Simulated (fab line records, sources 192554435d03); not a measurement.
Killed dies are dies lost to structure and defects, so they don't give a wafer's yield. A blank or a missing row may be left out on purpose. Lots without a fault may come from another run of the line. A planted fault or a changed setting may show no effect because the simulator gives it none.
One fault seen from 2 desks | flow n5_finfet | each desk has only its own numbers; what lay behind them comes last

THE TOOL OWNER'S DESK: litho_track-04
The tool's own readings at N5_BEOL_M10_PEB_26 (peb time 60 s): means of the sampled wafers that have a number, for each lot that ran on this tool. A lot is out of limits, marked OUT, if its mean lies more than 4 standard deviations from the usual mean; the brackets give that distance.
Columns: A = chill_plate_temp_C at N5_BEOL_M10_PEB_26, usual 23.00 C
lot  | first seen here | A
L125 | day 13 02:39    | 22.86
L137 | day 17 20:04    | 23.12
L145 | day 18 09:35    | 23.12
This desk's finding: nothing out of limits on any of the 3 lots.

THE METROLOGY DESK
What the gauges read, lot by lot, whatever tool the lot ran on: means of the sampled wafers that have a number. A lot is out of limits, marked OUT, if its mean lies more than 4 standard deviations from the usual mean; the brackets give that distance.
Columns: A = cd_nm at N5_BEOL_M10_CD_MEAS_18, usual 70.0 nm; B = cd_nm at N5_BEOL_M10_CD_MEAS_28, usual 69.7 nm; C = V9_OVL at N5_BEOL_M10_OVL_MEAS_29, usual 0.2 nm
lot  | first seen here | A    | B    | C
L125 | day 13 01:41    | 69.6 | 68.9 | 1.0
L127 | day 13 03:51    | 69.2 | 70.4 | 0.4
L137 | day 17 19:08    | 69.9 | 72.7 | 0.3
L145 | day 18 08:59    | 69.6 | 71.3 | 0.1
L148 | day 18 14:23    | 71.0 | 69.6 | -0.3
L147 | day 18 16:01    | 71.1 | 71.5 | 0.4
This desk's finding: nothing out of limits on any of the 6 lots.

PUT TOGETHER
The tool owner's desk saw nothing out of limits.
The metrology desk saw nothing out of limits.

WHAT THE SIMULATOR HAD PUT IN
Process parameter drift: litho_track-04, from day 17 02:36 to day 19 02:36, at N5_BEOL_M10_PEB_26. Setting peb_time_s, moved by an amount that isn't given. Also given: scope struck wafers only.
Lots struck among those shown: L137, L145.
